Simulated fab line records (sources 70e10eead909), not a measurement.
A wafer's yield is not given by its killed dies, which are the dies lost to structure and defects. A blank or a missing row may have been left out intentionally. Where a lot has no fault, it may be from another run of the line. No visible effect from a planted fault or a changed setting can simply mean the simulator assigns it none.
Chamber matching    flow nand_harc    NHARC_THIN_TSV_CMP_21 on cmp-02 has 4 sister chambers
The step polishes, t overpolish 30 s, target thk 2000 nm. 14 wafers are shown with their chamber, then 7 later ones without.

## WAFERS, EACH WITH ITS CHAMBER
wafer   chamber  motor_current_A (A)  overpolish_run_s (s)  edge_zone_pressure_frac
L309.3  0        10.4                 30.007                0.995
L309.4  3        12.5                 29.995                0.992
L309.5  2        13.0                 30.005                0.995
L311.1  0        10.7                 29.988                1.011
L311.4  2        12.8                 30.012                0.997
L311.6  2        12.7                 29.991                0.997
L313.1  0        10.7                 30.003                1.003
L313.2  3        12.6                 30.006                1.003
L313.6  3        12.1                 30.012                1.006
L314.1  2        12.5                 30.006                1.001
L314.4  1        11.4                 29.997                0.998
L314.5  1        10.6                 29.992                0.993
L315.2  0        9.8                  30.003                0.995
L315.3  2        12.9                 30.004                0.992

SIGNATURES (means of the wafers above)
reading                  chamber 0  chamber 1  chamber 2  chamber 3  scatter within a chamber
motor_current_A          10.400     11.000     12.780     12.400     0.339
overpolish_run_s         30.00025   29.99450   30.00360   30.00433   0.0078
edge_zone_pressure_frac  1.00100    0.99550    0.99640    1.00033    0.00583
Rule: for a wafer and a chamber, the distance is found by dividing, reading by reading, the gap between the wafer's reading and the chamber's mean by the reading's scatter, squaring, summing and taking the root. The wafer belongs to the nearest chamber; if the next one is less than 2 further off, it can't be placed. The scatter: the root of (the sum of the squares of (reading less its chamber's mean) over the shown wafers, divided by (wafers less chambers)).

## WAFERS MISSING THEIR CHAMBER
wafer   motor_current_A (A)  overpolish_run_s (s)  edge_zone_pressure_frac
L315.6  11.1                 30.009                0.998
L328.2  12.3                 29.974                0.996
L328.3  12.4                 30.015                0.998
L328.6  12.7                 30.014                0.997
L331.1  10.7                 29.998                1.006
L331.5  12.5                 29.998                1.001
L331.6  12.4                 30.002                1.002

## THE CHAMBER EACH PASSED THROUGH
wafer   from the rows above           in truth
L315.6  can't be placed: 1 or 0 or 3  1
L328.2  can't be placed: 3 or 2 or 1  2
L328.3  can't be placed: 3 or 2       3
L328.6  can't be placed: 2 or 3       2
L331.1  can't be placed: 0 or 1       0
L331.5  can't be placed: 3 or 2       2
L331.6  can't be placed: 3 or 2       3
Placed correctly: 0 of 7. Can't be placed from these rows: 7 (the true chamber is among the candidates in 7). Wrongly placed: 0.
